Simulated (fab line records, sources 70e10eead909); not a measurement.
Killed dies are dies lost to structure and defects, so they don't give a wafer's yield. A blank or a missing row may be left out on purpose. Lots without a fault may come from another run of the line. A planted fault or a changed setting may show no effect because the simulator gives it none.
Chamber matching | flow nand_harc | NHARC_P_CONTACT_DEP_30 on pecvd-03: 3 sister chambers
The step deposits SiNx, target thk 30 nm. 6 wafers are shown with their chamber, then 7 later ones without.

WAFERS WITH THEIR CHAMBER
wafer  | chamber | heater_power_w (W)
L089.1 | 2       | 815
L088.1 | 0       | 854
L088.3 | 1       | 574
L088.4 | 1       | 587
L090.2 | 2       | 788
L090.4 | 0       | 854

WAFERS WITHOUT THEIR CHAMBER
wafer  | heater_power_w (W)
L090.5 | 803
L093.2 | 646
L093.4 | 868
L093.6 | 751
L096.1 | 753
L096.3 | 866
L096.6 | 845

WHICH CHAMBER EACH WENT THROUGH
wafer  | from the rows above | in truth
L090.5 | 2                   | 2
L093.2 | 1                   | 1
L093.4 | 0                   | 0
L093.6 | 2                   | 2
L096.1 | 2                   | 2
L096.3 | 0                   | 0
L096.6 | 0                   | 0
Placed correctly: 7 of 7. Can't be placed from these rows: 0. Placed wrongly: 0.
How it was worked out, from the rows above alone: a wafer's distance from a chamber is the root of the sum, over the readings, of the square of ((its reading less the chamber's mean) divided by the reading's scatter). The wafer belongs to the nearest chamber; if the next one is less than 2 further off, it can't be placed. A chamber's mean is the mean of its shown wafers. The scatter: the root of (the sum of the squares of (reading less its chamber's mean) over the shown wafers, divided by (wafers less chambers)).
